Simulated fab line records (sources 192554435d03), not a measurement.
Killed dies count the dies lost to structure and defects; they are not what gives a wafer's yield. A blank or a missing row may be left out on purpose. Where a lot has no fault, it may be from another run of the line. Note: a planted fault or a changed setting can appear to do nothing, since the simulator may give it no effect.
fab line records	flow n5-finfet
[record] lots = 7	wafers = 21
route steps=1938 shown BEOL_M9@1411 BEOL_M10@1512 BEOL_M11@1578
start-h: hours from the record's first day to the start of the lot's first wafer shown	wait-h: time in hours since the lot's previous step	" identical to the entry in the row above	L1.1+2: a single row standing in for several wafers	- no value, or no start was given	* or withheld: withheld	< > ~ a bound
route shown NAME@n: a module of which the file shows steps, and the number in the route of the first	usual: mean/standard deviation taken from wafers without a fault	same: alike in all rows	chamber/n: place in a boat	sites: readings site by site	_std_site: the standard deviation of these	_edge_site: the outer-site mean with the inner-site mean subtracted	radius-mm: how far each site lies from the wafer's centre	mask NAME#n: copy n	behind: tool/chamber where the wafer was last shaped	hold: cause of the lot's hold/its duration in hours/its outcome	device: names the non-switching transistor (n, p or np)	end of line: the route-end tests of the same wafers	for a step that has no rows: nothing shown but its recipe	killed: dies lost to structure and defects at the first sort, not the wafer's yield	map: the dies of a wafer, with x for killed, . for not killed, _ for no die there
set.NAME: the setting the step ran with; set.NAME@STEP: the setting that earlier step ran with	model.NAME: the simulator's own value behind a step, which no gauge read
one table per step and one row per wafer, for lots whose settings were changed on purpose
[[steps]]
[step N5_BEOL_M9_EXPOSE_08]
[recipe] mask-id = M9	na = 1.35	source-shape = dipole	sigma-inner = 0.411	sigma-outer = 0.611	polarization = te	dose-mj = 53.75
lot.wafer	tool	chamber	start-h	wait-h	mask	set.dose-mj
L083.1	arfi-scanner-01	0	284.53	-	M9#0	53.75
L083.3+5	"	0	"	"	M9#0	56.02
L080.2+5	arfi-scanner-01	0	294.95	-	M9#0	50.98
L080.4	"	0	"	"	M9#0	53.75
L079.1+3+4	arfi-scanner-01	0	303.56	-	M9#0	53.75
L082.1+6	arfi-scanner-01	0	303.66	-	M9#0	55.42
L082.5	"	0	"	"	M9#0	53.75
L094.3	arfi-scanner-03	0	369.65	-	M9#0	53.75
L094.4+6	"	0	"	"	M9#0	55.02
L092.2+5	arfi-scanner-01	0	371.63	-	M9#0	50.31
L092.4	"	0	"	"	M9#0	53.75
L096.1+4+6	arfi-scanner-01	0	386.11	-	M9#0	53.75
[step N5_BEOL_M9_PEB_09]
[recipe] peb-temp-c = withheld	peb-time-s = 60	resist = CAR-ArF
[step N5_BEOL_M9_DEVELOP_10]
[recipe] develop-time-s = 30	developer = TMAH	resist = CAR-ArF	rinse-liquid = diw	dry = air-spin	dev-temp-c = 23
[step N5_BEOL_M9_CD_MEAS_11]
[recipe] target-cd-nm = 64.1	landing-energy-ev = 500	detector = se-inlens	polarity = opening
[usual] cd-nm = 63.9/0.54
lot.wafer	tool	chamber	start-h	wait-h	set.dose-mj@BEOL_M9_EXPOSE_08	cd-nm
L083.1	cd-sem-02	0	284.66	-	53.75	64.4
L083.3	"	0	"	"	56.02	66.1
L083.5	"	0	"	"	56.02	66.5
L080.2	cd-sem-02	0	295.07	-	50.98	61.5
L080.4	"	0	"	"	53.75	64.3
L080.5	"	0	"	"	50.98	61.7
L079.1	cd-sem-03	0	303.69	-	53.75	64.4
L079.3	"	0	"	"	53.75	64.3
L079.4	"	0	"	"	53.75	63.7
L082.1	cd-sem-02	0	303.79	-	55.42	66.5
L082.5	"	0	"	"	53.75	64.4
L082.6	"	0	"	"	55.42	65.0
L094.3	cd-sem-01	0	369.77	-	53.75	63.7
L094.4	"	0	"	"	55.02	64.8
L094.6	"	0	"	"	55.02	65.1
L092.2	cd-sem-02	0	371.75	-	50.31	59.7
L092.4	"	0	"	"	53.75	64.4
L092.5	"	0	"	"	50.31	60.1
L096.1	cd-sem-02	0	386.24	-	53.75	63.8
L096.4	"	0	"	"	53.75	63.3
L096.6	"	0	"	"	53.75	63.6
[step N5_BEOL_M9_DESCUM_16]
[recipe] chemistry = O2	time-s = 7.9	source-power-w = 50	bias-power-w = 20	pressure-mtorr = 20	rf-frequency-hz = 2.712e+07	temp-c = 40	resist = CAR-ArF	o2-flow-sccm = 225
[step N5_BEOL_M9_ETCH_61]
[recipe] chemistry = CF4	target = SiARC	target-depth-a = 390	mask-material = CAR-ArF	time-s = 65	ion-energy-ev = 80	pressure-mtorr = 40	source-w = 545	bias-w = 36	Ar_flow_sccm = 100	cf4-flow-sccm = 100	ends = cleared
lot.wafer	tool	chamber	start-h	wait-h	set.dose-mj@BEOL_M9_EXPOSE_08	model.BEOL_M9.cd-offset-nm
L083.1	rie-diel-06	1	285.06	0.0	53.75	0.4
L083.3	"	2	"	"	56.02	2
L083.5	"	0	"	"	56.02	2.6
L080.2	rie-diel-05	1	295.19	0.0	50.98	-3
L080.4	"	3	"	"	53.75	0.4
L080.5	"	1	"	"	50.98	-3.2
L079.1+4	rie-diel-06	2,1	303.81	0.0	53.75	0
L079.3	"	3	"	"	53.75	0.2
L082.1	rie-diel-01	0	303.91	0.0	55.42	2.4
L082.5	"	2	"	"	53.75	0.6
L082.6	"	3	"	"	55.42	0.8
L094.3	rie-diel-06	1	369.94	0.0	53.75	0.6
L094.4	"	3	"	"	55.02	1
L094.6	"	0	"	"	55.02	1.4
L092.2	rie-diel-05	1	371.87	0.0	50.31	-4.8
L092.4	"	0	"	"	53.75	0
L092.5	"	2	"	"	50.31	-3.4
L096.1+6	rie-diel-06	0	386.75	0.0	53.75	0
L096.4	"	1	"	"	53.75	-0.2
[step N5_BEOL_M9_ETCH_62]
[recipe] chemistry = N2/H2	target = SOC	target-depth-a = 1100	overetch-a = 220	mask-material = SiARC	temp-c = 40	time-s = 165	ion-energy-ev = 200	pressure-mtorr = 30	source-w = 840	bias-w = 150	n2-flow-sccm = 200	h2-flow-sccm = 200
lot.wafer	tool	chamber	start-h	wait-h	set.dose-mj@BEOL_M9_EXPOSE_08	model.BEOL_M9.cd-offset-nm
L083.1	rie-diel-06	1	285.11	0.0	53.75	0.6
L083.3	"	2	"	"	56.02	2.2
L083.5	"	0	"	"	56.02	2.8
L080.2	rie-diel-05	1	295.24	0.0	50.98	-3.4
L080.4	"	3	"	"	53.75	0.8
L080.5	"	1	"	"	50.98	-3.6
L079.1+4	rie-diel-06	2,1	303.86	0.0	53.75	0.4
L079.3	"	3	"	"	53.75	0.2
L082.1	rie-diel-01	0	303.96	0.0	55.42	2.6
L082.5	"	2	"	"	53.75	0.6
L082.6	"	3	"	"	55.42	0.8
L094.3	rie-diel-06	1	369.99	0.0	53.75	0.6
L094.4	"	3	"	"	55.02	0.8
L094.6	"	0	"	"	55.02	1.8
L092.2	rie-diel-05	1	371.92	0.0	50.31	-4.8
L092.4	"	0	"	"	53.75	0.4
L092.5	"	2	"	"	50.31	-3.4
L096.1+6	rie-diel-06	0	386.80	0.0	53.75	0.4
L096.4	"	1	"	"	53.75	-0.2
[step N5_BEOL_M9_STRIP_68]
[recipe] chemistry = N2/H2	temp-c = 40	n2-flow-sccm = 200	h2-flow-sccm = 200	rf-frequency-hz = 6e+07
[step N5_BEOL_M9_STRIP_67]
[recipe] chemistry = CF4	resist = SiARC	power-w = 300	bias-power-w = 75	pressure-mtorr = 50	cf4-flow-sccm = 150	rf-frequency-hz = 6e+07
[step N5_BEOL_M9_HM_OPEN_17]
[recipe] chemistry = Cl2/BCl3	target-depth-a = 200	overetch-a = 60	target = TiN	mask-material = SOC	ion-energy-ev = 150	pressure-mtorr = 10	icp-w = 1000	bias-w = 126	Cl2_flow_sccm = 53.25	bcl3-flow-sccm = 21.75	Ar_flow_sccm = 25
lot.wafer	tool	chamber	start-h	wait-h	set.target-thk-a@BEOL_M9_HM_DEP_02	set.dose-mj@BEOL_M9_EXPOSE_08	model.etch.depth-nm	model.BEOL_M9.cd-offset-nm
L083.1	rie-metal-03	1	285.30	0.0	189	53.75	19	0.8
L083.3	"	1	"	"	189	56.02	18.6	2.4
L083.5	"	0	"	"	200	56.02	19.76	2.8
L080.2	rie-metal-02	0	295.43	0.0	191.1	50.98	19.34	-3.4
L080.4	"	0	"	"	200	53.75	20.5	0.8
L080.5	"	0	"	"	200	50.98	20.47	-3.6
L079.1	rie-metal-02	0	304.05	0.0	200	53.75	19.82	0.4
L079.3	"	0	"	"	200	53.75	20.46	0.2
L079.4	"	1	"	"	218.3	53.75	21.64	0.4
L082.1	rie-metal-01	1	304.15	0.0	200	55.42	20.43	2.8
L082.5	"	1	"	"	215	53.75	21.69	0.8
L082.6	"	0	"	"	200	55.42	20.46	0.8
L094.3	rie-metal-03	1	370.21	0.1	200	53.75	19.72	0.6
L094.4	"	0	"	"	216.8	55.02	21.44	0.8
L094.6	"	0	"	"	200	55.02	20.26	1.8
L092.2	rie-metal-02	0	372.11	0.0	213	50.31	21.42	-4.8
L092.4	"	1	"	"	213	53.75	21.06	0.4
L092.5	"	0	"	"	213	50.31	20.57	-3.4
L096.1	rie-metal-01	1	386.99	0.0	200	53.75	20.06	0.4
L096.4	"	1	"	"	200	53.75	19.52	0
L096.6	"	1	"	"	200	53.75	20.1	0.4
[step N5_BEOL_M9_STRIP_19]
[recipe] chemistry = O2	power-w = 400	temp-c = 40	pressure-mtorr = 30	rf-frequency-hz = 6e+07	bias-power-w = 0	overash-fraction = 0.2	o2-flow-sccm = 225
[step N5_BEOL_M9_CD_MEAS_18]
[recipe] pitch-nm = 140	target-cd-nm = 70
[usual] cd-nm = 70.0/0.74
lot.wafer	tool	chamber	start-h	wait-h	set.dose-mj@BEOL_M9_EXPOSE_08	cd-nm
L083.1	cd-sem-01	-	285.60	0.0	53.75	71.3
L083.3	"	-	"	"	56.02	72.7
L083.5	"	-	"	"	56.02	73.0
L080.2	cd-sem-03	-	295.61	0.1	50.98	66.7
L080.4	"	-	"	"	53.75	70.4
L080.5	"	-	"	"	50.98	66.6
L079.1	cd-sem-03	-	304.23	0.0	53.75	70.6
L079.3	"	-	"	"	53.75	70.4
L079.4	"	-	"	"	53.75	70.5
L082.1	cd-sem-03	-	304.33	0.0	55.42	73.3
L082.5	"	-	"	"	53.75	70.5
L082.6	"	-	"	"	55.42	70.9
L094.3	cd-sem-03	-	370.37	0.1	53.75	70.5
L094.4	"	-	"	"	55.02	70.1
L094.6	"	-	"	"	55.02	72.1
L092.2	cd-sem-03	-	372.29	0.1	50.31	65.3
L092.4	"	-	"	"	53.75	70.4
L092.5	"	-	"	"	50.31	66.6
L096.1	cd-sem-02	-	387.17	0.0	53.75	70.6
L096.4	"	-	"	"	53.75	69.8
L096.6	"	-	"	"	53.75	70.8
[step N5_BEOL_M9_COAT_63]
[recipe] resist = SOC	temp-c = 250	time-s = 60	spin-rpm = 1500	resist-thk-nm = 60
[step N5_BEOL_M9_COAT_64]
[recipe] resist = SiARC	temp-c = 220	time-s = 60	spin-rpm = 1500	resist-thk-nm = 12
[step N5_BEOL_M9_PRECLEAN_42]
[recipe] chemistry = residue-remover	time-s = 60	temp-c = 40
[step N5_BEOL_M9_SRD_43]
[recipe] time-s = 30	temp-c = 23	rinse-liquid = diw	dry = ipa-marangoni
[step N5_BEOL_M9_CD_MEAS_35]
[recipe] target-cd-nm = 70	target-cd-y-nm = 40	polarity = opening
[usual] cd-nm = 70.0/0.77
lot.wafer	tool	chamber	start-h	wait-h	set.dose-mj@BEOL_M9_EXPOSE_08	cd-nm
L083.1	cd-sem-02	-	287.43	0.0	53.75	70.7
L083.3	"	-	"	"	56.02	72.1
L083.5	"	-	"	"	56.02	72.4
L080.2	cd-sem-02	-	297.80	0.0	50.98	66.5
L080.4	"	-	"	"	53.75	70.9
L080.5	"	-	"	"	50.98	66.2
L079.1	cd-sem-02	-	306.62	0.0	53.75	70.6
L079.3	"	-	"	"	53.75	70.1
L079.4	"	-	"	"	53.75	70.2
L082.1	cd-sem-02	-	306.78	0.0	55.42	72.8
L082.5	"	-	"	"	53.75	70.2
L082.6	"	-	"	"	55.42	70.5
L094.3	cd-sem-03	-	371.61	0.0	53.75	71.1
L094.4	"	-	"	"	55.02	70.4
L094.6	"	-	"	"	55.02	71.8
L092.2	cd-sem-02	-	374.04	0.0	50.31	64.7
L092.4	"	-	"	"	53.75	70.1
L092.5	"	-	"	"	50.31	66.4
L096.1	cd-sem-02	-	389.95	0.0	53.75	70.3
L096.4	"	-	"	"	53.75	69.3
L096.6	"	-	"	"	53.75	70.2
[step N5_BEOL_M10_TRENCH_ETCH_37]
[recipe] chemistry = C4F6/O2	target-depth-a = 1488.3	target = SiCOH_lowk	time-s = 48	ion-energy-ev = 250	pressure-mtorr = 30	source-w = 345	bias-w = 185	Ar_flow_sccm = 300	C4F6_flow_sccm = 10	O2_flow_sccm = 10
lot.wafer	tool	chamber	start-h	wait-h	set.time-s	model.BEOL_M10.feature-depth-nm	model.etch.depth-nm	model.TiN_of_BEOL_M10_HM_DEP_02.thk-nm
L083.1	rie-diel-02	3	-	-	37.58	116	116	16.8
L083.3	"	0	"	"	48	148.6	148.6	15.8
L083.5	"	2	"	"	37.58	116	115.9	17
L080.2	rie-diel-04	2	-	-	48	149.4	149.4	15.6
L080.4	"	1	"	"	48	152.2	152.1	15.6
L080.5	"	3	"	"	48	146.2	146.2	15.8
L079.1	rie-diel-02	0	-	-	48	148	148	16
L079.3	"	1	"	"	37.31	116	116	16.8
L079.4	"	3	"	"	37.31	115.2	115.3	16.6
L082.1	rie-diel-02	3	-	-	48	148.8	148.9	15.8
L082.5	"	1	"	"	37.99	118.8	118.9	16.8
L082.6	"	2	"	"	37.99	118.8	118.7	16.6
L094.3	rie-diel-02	0	-	-	48	148.6	148.5	16.4
L094.4	"	2	"	"	48	148	147.9	16.6
L094.6	"	1	"	"	51.18	160.4	160.5	16
L092.2	rie-diel-02	3	-	-	51.09	155	155	15.6
L092.4	"	1	"	"	48	148	148.1	15.6
L092.5	"	1	"	"	48	149.2	149.2	15.6
L096.1	rie-diel-02	0	-	-	48	147.2	147.2	16
L096.4	"	3	"	"	48	147.8	147.8	16.2
L096.6	"	2	"	"	48	146	146	16.4
[step N5_BEOL_M10_ETCH_41]
[recipe] chemistry = CH3F/O2	target = SiCN	target-depth-a = 426	taper-deg = 2	time-s = 86	ion-energy-ev = 120	mask-material = TiN	pressure-mtorr = 30	source-w = 395	bias-w = 75	Ar_flow_sccm = 150	CH3F_flow_sccm = 30	O2_flow_sccm = 20
[step N5_BEOL_M10_STRIP_77]
[recipe] chemistry = N2/H2	time-s = 10	power-w = 450	temp-c = 40	pressure-mtorr = 20	rf-frequency-hz = 6e+07	bias-power-w = 7	n2-flow-sccm = 200	h2-flow-sccm = 200
[step N5_BEOL_M10_OCD_MEAS_38]
[usual] trench-depth-nm = 149.3/2.4
lot.wafer	tool	chamber	start-h	wait-h	set.time-s@BEOL_M10_TRENCH_ETCH_37	trench-depth-nm
L083.1	ocd-01	-	298.12	-	37.58	116.3
L083.3	"	-	"	"	48	148.3
L083.5	"	-	"	"	37.58	116.4
L080.2	ocd-01	-	303.41	-	48	149.4
L080.4	"	-	"	"	48	152.2
L080.5	"	-	"	"	48	146.0
L079.1	ocd-02	-	313.67	-	48	148.5
L079.3	"	-	"	"	37.31	115.7
L079.4	"	-	"	"	37.31	114.7
L082.1	ocd-01	-	314.14	-	48	148.6
L082.5	"	-	"	"	37.99	118.3
L082.6	"	-	"	"	37.99	118.4
L094.3	ocd-02	-	378.63	-	48	148.5
L094.4	"	-	"	"	48	147.9
L094.6	"	-	"	"	51.18	160.9
L092.2	ocd-01	-	380.76	-	51.09	154.6
L092.4	"	-	"	"	48	148.2
L092.5	"	-	"	"	48	149.5
L096.1	ocd-01	-	402.30	-	48	147.3
L096.4	"	-	"	"	48	147.6
L096.6	"	-	"	"	48	145.9
[step N5_BEOL_M10_ALD_74]
[recipe] material = TaN	target-thk-a = 20	temp-c = 275	ald-precursor-family = PDMAT	ald-co-reactant = NH3	pressure-torr = 3	carrier-flow-sccm = 1500	pulse-time-s = 2	purge-time-s = 3	co-reactant-purge-time-s = 2	co-reactant-pulse-time-s = 3	ald-cycles = 40	precursor-vessel-temp-c = 75	precursor-vessel-pressure-torr = 26.25	precursor-vessel-carrier-sccm = 1000
lot.wafer	tool	chamber	start-h	wait-h	set.ald-cycles
L083.1+5	ald-metal-02	2,0	299.54	0.0	34
L083.3	"	3	"	"	40
L080.2	ald-metal-04	1	304.30	0.0	35
L080.4+5	"	0	"	"	40
L079.1+3	ald-metal-02	1,2	314.63	0.3	37
L079.4	"	0	"	"	40
L082.1+5+6	ald-metal-04	3,2,3	316.60	0.0	43
L094.3+4+6	ald-metal-01	0,3,1	379.32	0.0	40
L092.2+4+5	ald-metal-02	0,2,1	381.38	0.0	40
L096.1+4+6	ald-metal-01	1,2,1	403.40	0.2	40
[step N5_BEOL_M10_SURFACE_TREAT_76]
[recipe] gas = Ar	time-s = *	ion-energy-ev = *	ion-current-ma-cm2 = 0.5	pressure-mtorr = *	ar-flow-sccm = 30
[step N5_BEOL_M10_CVD_75]
[recipe] material = Co	target-thk-a = 20	temp-c = withheld	precursor = CCTBA/H2	pressure-torr = 30	time-s = 138.9
[step N5_BEOL_M10_ECD_50]
[recipe] material = Cu	target-thk-a = 3180
[step N5_BEOL_M10_ANNEAL_51]
[recipe] temp-c = 225	time-s = 90	ambient = N2
[step N5_BEOL_M10_CMP_52]
[recipe] stop-on = SiCOH_lowk	t-overpolish-s = 7	down-force-psi = 1	platen-rpm = 50	clearing-platen-down-force-psi = 1.5	clearing-platen-rpm = 50	post-cmp-clean = cu-alkaline	target-thk-nm = 140	clearing-platen-pad-velocity-m-s = 0.99484	pad-velocity-m-s = 0.99484
lot.wafer	tool	chamber	start-h	wait-h	set.time-s@BEOL_M10_TRENCH_ETCH_37	model.Cu_of_BEOL_M10_ECD_50.thk-nm
L083.1	cmp-02	3	300.62	0.3	37.58	106.8
L083.3	"	0	"	"	48	137.6
L083.5	"	3	"	"	37.58	108
L080.4	cmp-03	2	306.06	0.2	48	145
L080.2	"	3	"	"	48	140.6
L080.5	"	1	"	"	48	139.2
L079.3	cmp-01	3	316.43	0.2	37.31	106.4
L079.4	"	0	"	"	37.31	106.8
L079.1	"	1	"	"	48	140
L082.1	cmp-01	1	318.75	0.3	48	141.8
L082.5	"	3	"	"	37.99	108.2
L082.6	"	0	"	"	37.99	110.2
L094.3	cmp-01	1	380.67	0.2	48	141.2
L094.4	"	3	"	"	48	137.6
L094.6	"	1	"	"	51.18	152.6
L092.2	cmp-02	2	382.50	0.2	51.09	147.6
L092.4	"	0	"	"	48	140.2
L092.5	"	1	"	"	48	141.8
L096.4	cmp-01	1	404.63	0.1	48	139.6
L096.1	"	0	"	"	48	138.4
L096.6	"	2	"	"	48	136.6
[step N5_BEOL_M10_THK_MEAS_53]
[recipe] thk-meas-gauge = xrf	reads = Cu_of_BEOL_M10_ECD_50
[usual] M10_THK = 139.0/2.9
lot.wafer	tool	chamber	start-h	wait-h	set.time-s@BEOL_M10_TRENCH_ETCH_37	M10_THK[nm]
L083.1	film-metro-02	-	300.88	-	37.58	105.6
L083.3	"	-	"	"	48	135.1
L083.5	"	-	"	"	37.58	106.6
L080.2	film-metro-01	-	306.31	-	48	137.1
L080.4	"	-	"	"	48	141.3
L080.5	"	-	"	"	48	135.7
L079.1	film-metro-02	-	316.72	-	48	139.2
L079.3	"	-	"	"	37.31	106.2
L079.4	"	-	"	"	37.31	106.5
L082.1	film-metro-01	-	318.96	-	48	139.5
L082.5	"	-	"	"	37.99	105.9
L082.6	"	-	"	"	37.99	108.3
L094.3	film-metro-01	-	380.93	-	48	141.7
L094.4	"	-	"	"	48	137.8
L094.6	"	-	"	"	51.18	153.6
L092.2	film-metro-01	-	382.76	-	51.09	145.7
L092.4	"	-	"	"	48	138.7
L092.5	"	-	"	"	48	139.7
L096.1	film-metro-02	-	404.92	-	48	136.8
L096.4	"	-	"	"	48	137.5
L096.6	"	-	"	"	48	134.7
[step N5_BEOL_M10_PRE_CLEAN_55]
[recipe] gas = NH3	time-s = 15	temp-c = withheld	rf-power-w = 300
[step N5_BEOL_M10_DEP_56]
[recipe] material = SiCN	target-thk-a = 150	temp-c = withheld	precursor = 3MS/NH3	pressure-torr = 3	rf-w = 202	time-s = 26.5
[step N5_BEOL_M10_RS_MEAS_57]
[recipe] thk-meas-gauge = four-point-probe	reads = Cu_of_BEOL_M10_ECD_50+Co_of_BEOL_M10_CVD_75+TaN_of_BEOL_M10_ALD_74
[usual] M10_RS = 0.150/0.0031
lot.wafer	tool	chamber	start-h	wait-h	set.time-s@BEOL_M10_TRENCH_ETCH_37	M10_RS[ohm/sq]
L083.1	film-metro-01	-	301.01	0.1	37.58	0.205
L083.3	"	-	"	"	48	0.154
L083.5	"	-	"	"	37.58	0.201
L080.2	film-metro-02	-	306.45	0.1	48	0.150
L080.4	"	-	"	"	48	0.145
L080.5	"	-	"	"	48	0.152
L079.1	film-metro-02	-	316.86	0.1	48	0.151
L079.3	"	-	"	"	37.31	0.205
L079.4	"	-	"	"	37.31	0.204
L082.1	film-metro-01	-	319.10	0.1	48	0.149
L082.5	"	-	"	"	37.99	0.201
L082.6	"	-	"	"	37.99	0.197
L094.3	film-metro-01	-	381.07	0.1	48	0.150
L094.4	"	-	"	"	48	0.154
L094.6	"	-	"	"	51.18	0.137
L092.2	film-metro-01	-	382.90	0.1	51.09	0.142
L092.4	"	-	"	"	48	0.150
L092.5	"	-	"	"	48	0.149
L096.1	film-metro-02	-	405.06	0.1	48	0.153
L096.4	"	-	"	"	48	0.151
L096.6	"	-	"	"	48	0.155
[step N5_BEOL_M11_TRENCH_ETCH_37]
[recipe] chemistry = C4F6/O2	target-depth-a = 1488.3	target = SiCOH_lowk	time-s = 48	ion-energy-ev = 250	pressure-mtorr = 30	source-w = 345	bias-w = 185	Ar_flow_sccm = 300	C4F6_flow_sccm = 10	O2_flow_sccm = 10
lot.wafer	tool	chamber	start-h	wait-h	set.time-s	model.BEOL_M11.feature-depth-nm	model.etch.depth-nm
L083.1	rie-diel-05	0	-	-	48	146.2	146.2
L083.3	"	2	"	"	38.69	118.6	118.6
L083.5	"	0	"	"	48	147	146.9
L080.2	rie-diel-05	1	-	-	58.35	174.4	174.3
L080.4	"	3	"	"	48	151	151
L080.5	"	0	"	"	58.35	175.6	175.6
L079.1	rie-diel-06	0	-	-	57.69	176.2	176.2
L079.3	"	1	"	"	57.69	180.6	180.6
L079.4	"	2	"	"	57.69	179.6	179.6
L082.1	rie-diel-05	0	-	-	48	144.8	144.8
L082.5	"	0	"	"	48	144.2	144.3
L082.6	"	3	"	"	48	151.6	151.7
L094.3	rie-diel-05	1	-	-	39.43	117.4	117.3
L094.4	"	2	"	"	48	145.2	145.2
L094.6	"	0	"	"	48	144.6	144.7
L092.2	rie-diel-01	3	-	-	48	148.8	148.8
L092.4	"	1	"	"	37.87	114.8	114.8
L092.5	"	2	"	"	37.87	122.8	122.9
L096.1	rie-diel-05	3	-	-	48	149.2	149.2
L096.4	"	3	"	"	48	151.4	151.4
L096.6	"	2	"	"	48	144.6	144.7
[[key]]
[split] step = N5_BEOL_M9_EXPOSE_08	setting = dose-mj	stated = 53.75	by = wafer
[response] step = N5_BEOL_M9_CD_MEAS_11	reading = cd-nm	change = +0.579	per = 1%	r = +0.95
[response] step = N5_BEOL_M9_ETCH_61	reading = model.BEOL_M9.cd-offset-nm	change = +0.565	per = 1%	r = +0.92
[response] step = N5_BEOL_M9_ETCH_62	reading = model.BEOL_M9.cd-offset-nm	change = +0.637	per = 1%	r = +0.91
[response] step = N5_BEOL_M9_HM_OPEN_17	reading = model.BEOL_M9.cd-offset-nm	change = +0.63	per = 1%	r = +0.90
[response] step = N5_BEOL_M9_CD_MEAS_18	reading = cd-nm	change = +0.603	per = 1%	r = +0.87
[response] step = N5_BEOL_M9_CD_MEAS_35	reading = cd-nm	change = +0.631	per = 1%	r = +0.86
[split] step = N5_BEOL_M10_TRENCH_ETCH_37	setting = time-s	stated = 48	by = wafer
[response] step = N5_BEOL_M10_TRENCH_ETCH_37	reading = model.BEOL_M10.feature-depth-nm	change = +1.46	per = 1%	r = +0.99
[response] step = N5_BEOL_M10_TRENCH_ETCH_37	reading = model.etch.depth-nm	change = +1.47	per = 1%	r = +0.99
[response] step = N5_BEOL_M10_TRENCH_ETCH_37	reading = model.TiN_of_BEOL_M10_HM_DEP_02.thk-nm	change = -0.0414	per = 1%	r = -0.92
[response] step = N5_BEOL_M10_OCD_MEAS_38	reading = trench-depth-nm	change = +1.47	per = 1%	r = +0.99
[response] step = N5_BEOL_M10_CMP_52	reading = model.Cu_of_BEOL_M10_ECD_50.thk-nm	change = +1.49	per = 1%	r = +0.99
[response] step = N5_BEOL_M10_THK_MEAS_53	reading = M10_THK	change = +1.46	per = 1%	r = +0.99
[response] step = N5_BEOL_M10_RS_MEAS_57	reading = M10_RS	change = -0.00232	per = 1%	r = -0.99
[split] step = N5_BEOL_M10_ALD_74	setting = ald-cycles	stated = 40	by = wafer
response none clear
[split] step = N5_BEOL_M11_TRENCH_ETCH_37	setting = time-s	stated = 48	by = wafer
[response] step = N5_BEOL_M11_TRENCH_ETCH_37	reading = model.BEOL_M11.feature-depth-nm	change = +1.36	per = 1%	r = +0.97
[response] step = N5_BEOL_M11_TRENCH_ETCH_37	reading = model.etch.depth-nm	change = +1.36	per = 1%	r = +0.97
split outside-this-file step=N5_BEOL_M9_HM_DEP_02 setting=target-thk-a
// split outside-this-file: this setting was split too, and the file shows its column; the key of that split is in another file
